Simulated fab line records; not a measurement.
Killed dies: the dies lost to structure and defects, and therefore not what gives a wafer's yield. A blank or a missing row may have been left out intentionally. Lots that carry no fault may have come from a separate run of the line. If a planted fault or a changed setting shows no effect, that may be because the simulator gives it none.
Which tool was responsible? -- flow nand_harc -- 36 wafers sampled from 12 lots at 1 step of a route of 1159

== WHAT THE GAUGES SHOWED, per wafer ==
NHARC_A_CONTACT_OVL_MEAS_43.
lot,measured,on,overlay_x_nm (nm)
L076,day 16 12:10,overlay-01,-0.4 0.1 0.0
L079,day 16 20:41,overlay-01,0.0 0.4 0.2
L078,day 17 01:58,overlay-01,1.8 1.0 1.7
L081,day 18 06:39,overlay-02,0.2 0.6 -0.2
L082,day 18 18:01,overlay-02,0.5 0.6 0.1
L085,day 18 22:34,overlay-01,0.1 0.3 0.1
L087,day 19 16:22,overlay-02,-0.7 -0.9 -1.3
L091,day 20 05:10,overlay-01,0.3 -0.3 0.4
L088,day 20 18:11,overlay-01,-0.3 0.0 -0.1
L090,day 20 22:04,overlay-01,-0.5 -1.1 -1.2
L095,day 21 13:53,overlay-02,0.1 0.3 0.3
L097,day 22 06:34,overlay-02,-0.1 -0.5 -0.6

== TOOL THAT RAN EACH LOT (tool first, then ch and the chambers of the sampled wafers, then the start) ==
Before these readings, the record contains no process step.

== THE ANSWER, worked out from the rows above alone ==
Rule: usual is defined by the lots themselves. The widest of any qualifying gaps counts: lots, ordered by their means at a reading, are off when they make up no more than a third of the lots, leave a main group of 4 or more, and stand apart from it by 3 or more times the standard deviation of that group's means. The tables above print the reading to a certain number of digits; a main group whose means all agree to those digits is not used. A lot without any number at a reading at which 4 lots or more have one is off too. Where the step has rows for the other lots, those lots are counted as sound.
No lot is off on any of the readings shown, so nothing can be concluded from this.

== WHAT THE SIMULATOR HAD PUT IN ==
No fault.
